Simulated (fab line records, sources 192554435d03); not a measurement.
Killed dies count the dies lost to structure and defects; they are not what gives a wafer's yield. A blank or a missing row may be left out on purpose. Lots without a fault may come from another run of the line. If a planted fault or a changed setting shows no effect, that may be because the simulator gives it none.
Chamber matching	flow n5_finfet	N5_ILD0_ALD_15 on ald_sin-04: 4 sister chambers
The step deposits SiNx, target thk 24 nm, pulse time 1 s, ald cycles 480. 8 wafers are shown with their chamber, then 8 later ones without.

## EACH WAFER AND ITS CHAMBER
wafer	chamber	heater_power_w (W)	precursor_pulse_height_rel
L078.6	0	900	0.978
L080.6	1	873	0.985
L086.4	1	854	0.981
L086.6	0	881	0.995
L088.2	3	927	1.035
L088.4	2	880	0.981
L088.6	3	928	0.994
L089.1	2	882	1.008

## WAFERS WITHOUT THEIR CHAMBER
wafer	heater_power_w (W)	precursor_pulse_height_rel
L089.2	868	1.048
L089.3	870	1.003
L090.1	885	0.977
L090.2	851	1.001
L090.3	902	1.025
L092.3	866	0.991
L092.4	922	0.991
L092.5	877	0.992

## THE CHAMBER EACH PASSED THROUGH
wafer	from the rows above	in truth
L089.2	can't be placed: 2 or 1 or 0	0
L089.3	can't be placed: 2 or 1 or 0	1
L090.1	can't be placed: 0 or 2 or 1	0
L090.2	can't be placed: 1 or 2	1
L090.3	can't be placed: 0 or 3 or 2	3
L092.3	can't be placed: 1 or 2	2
L092.4	can't be placed: 3 or 0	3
L092.5	can't be placed: 2 or 0 or 1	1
0 of 8 placed correctly. Unplaceable from these rows: 8, with the true chamber sitting among the candidates in 8. Wrongly placed: 0.
How it was worked out, from the rows above alone: a wafer's distance from a chamber is the root of the sum, over the readings, of the square of ((its reading less the chamber's mean) divided by the reading's scatter). If the next closest chamber is less than 2 further off than the closest, the wafer can't be placed; otherwise it belongs to the closest. The mean given for a chamber averages the wafers shown for that chamber. How the scatter is found: for the shown wafers, subtract from each reading the mean of its chamber, square and add these, divide the total by (wafers less chambers), then take the root.
